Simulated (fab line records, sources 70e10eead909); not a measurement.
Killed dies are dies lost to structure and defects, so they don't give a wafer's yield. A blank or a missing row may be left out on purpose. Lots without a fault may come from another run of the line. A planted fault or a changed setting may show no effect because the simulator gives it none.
Chamber matching | flow nand_harc | NHARC_A_STAIRCASE_ETCH_253 on rie_diel-01: 4 sister chambers
The step etches the open film in C4F8/O2, target depth 50 nm, time 20.2 s. 8 wafers are shown with their chamber, then 9 later ones without.

WAFERS WITH THEIR CHAMBER
wafer  | chamber | rf_vpp_V (V) | oes_product_au (a.u.)
L080.1 | 2       | 900          | 0.978
L081.5 | 1       | 891          | 0.968
L083.2 | 1       | 890          | 0.968
L085.4 | 0       | 892          | 0.923
L085.5 | 0       | 892          | 0.928
L089.1 | 3       | 907          | 0.978
L089.2 | 2       | 898          | 0.991
L089.6 | 3       | 905          | 0.974

WAFERS WITHOUT THEIR CHAMBER
wafer  | rf_vpp_V (V) | oes_product_au (a.u.)
L091.2 | 890          | 0.960
L091.3 | 905          | 0.976
L091.4 | 892          | 0.956
L095.1 | 899          | 0.980
L095.2 | 889          | 0.948
L095.5 | 906          | 0.969
L097.2 | 899          | 0.940
L097.3 | 905          | 0.950
L097.4 | 890          | 0.941

WHICH CHAMBER EACH WENT THROUGH
wafer  | from the rows above     | in truth
L091.2 | 1                       | 1
L091.3 | 3                       | 3
L091.4 | 1                       | 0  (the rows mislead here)
L095.1 | 2                       | 2
L095.2 | can't be placed: 1 or 0 | 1
L095.5 | 3                       | 3
L097.2 | can't be placed: 0 or 2 | 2
L097.3 | 3                       | 3
L097.4 | can't be placed: 0 or 1 | 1
Placed correctly: 5 of 9. Can't be placed from these rows: 3 (the true chamber is among the candidates in 3). Placed wrongly: 1.
How it was worked out, from the rows above alone: a wafer's distance from a chamber is the root of the sum, over the readings, of the square of ((its reading less the chamber's mean) divided by the reading's scatter). The wafer belongs to the nearest chamber; if the next one is less than 2 further off, it can't be placed. A chamber's mean is the mean of its shown wafers. The scatter: the root of (the sum of the squares of (reading less its chamber's mean) over the shown wafers, divided by (wafers less chambers)).
